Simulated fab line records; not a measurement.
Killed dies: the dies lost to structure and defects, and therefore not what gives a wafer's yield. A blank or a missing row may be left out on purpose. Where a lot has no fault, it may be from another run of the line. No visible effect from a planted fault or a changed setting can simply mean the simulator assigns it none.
8D (eight disciplines) problem report, filled in by code :: flow nand harc :: the parts of the form that need people (team, actions taken, sign-off) are left out

== 1. THE PROBLEM ==
Mean of thk nm at NHARC_A_ONON_D1_THK_MEAS_02: 1090 nm across 5 wafers in 3 lots; on wafers with no fault it is 998 nm (standard deviation 8.6). Relative to the usual mean, that is a shift of +11 standard deviations.
The step: measures by ellipsometry.
First seen on wafer L461.2, day 16 02:43, on film metro-02. The record has a number at this step for 43 wafers belonging to 15 lots. Rule for "out" (also "out of limits"): further than 4 standard deviations from the usual mean. The rest of the wafers with a number are treated as sound.

== 2. WHAT THIS IS AND IS NOT ==
question: which readings at this step
is: thk nm
is not: -

question: which lots
is: L461, L462, L464
is not: L442, L443, L444, L445, L447, L448, L449, L450, L452, L453, L455, L463

question: which wafers of those lots
is: L461.2, L461.6, L462.2, L464.2, L464.6
is not: L462.4, L464.4

question: read on which gauges
is: film metro-01, film metro-02
is not: -

question: when
is: from day 16 02:43
is not: up to then (33 sound wafers); but 5 sound wafers of L462, L463, L464 came after

== 3. THE SUSPECTS, EACH WITH WHAT RULES IT OUT ==
Counting: if a tool at a process step up to the reading ran every lot that is out, it stays a suspect. Sound lots after the first of them don't rule it out here, since some wafers of a struck lot are sound.
- ruled out: the gauge at NHARC_A_ONON_D1_THK_MEAS_02. 2 gauges (film metro-01, film metro-02) read the wafers that are out.
- pecvd onon-03 at NHARC_A_ONON_D1_DEP_00 (target thk 1000 nm): kept. It ran every lot that is out, first L461 (day 16 02:16); its last sound lot up to then is L455 (day 13 15:55).
After counting, what remains is pecvd onon-03 at NHARC_A_ONON_D1_DEP_00.

== 4. THE CAUSE (what the simulator had put in) ==
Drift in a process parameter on pecvd onon-03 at NHARC_A_ONON_D1_DEP_00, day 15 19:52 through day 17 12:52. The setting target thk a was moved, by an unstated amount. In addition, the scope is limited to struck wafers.
Only this tool survived the counting.

== 5. THE EFFECT CHAIN, in route order ==
Rows list readings where the struck wafers' mean (over those with a number) sits beyond 3 standard deviations from the usual. Scope: only readings with a usual standard deviation given in the record; hours: median across lots of the time from each lot's start at the first step in this table that gives one to its start at this step; sigmas: change in usual standard deviations.
hours: 0
step: NHARC_A_ONON_D1_THK_MEAS_02
reading: thk nm
usual: 998 nm
on struck wafers: 1090
change: +92
sigmas: +11

hours: 407
step: NHARC_END_SORT_01
reading: killed at array
usual: 63
on struck wafers: 671
change: +608
sigmas: +36

hours: 407
step: NHARC_END_SORT_01
reading: killed dies
usual: 67
on struck wafers: 677
change: +610
sigmas: +36

== 6. HOW IT WOULD HAVE BEEN CAUGHT EARLIER ==
The first out-of-limits reading at a measuring or inspecting step in this record came at day 16 02:43, 7 hours after the fault's start at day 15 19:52.
Lots out: 3; of these, L462, L464 started NHARC_A_ONON_D1_DEP_00 on pecvd onon-03 after day 16 02:43. A hold on the tool at that time would have spared those 2.
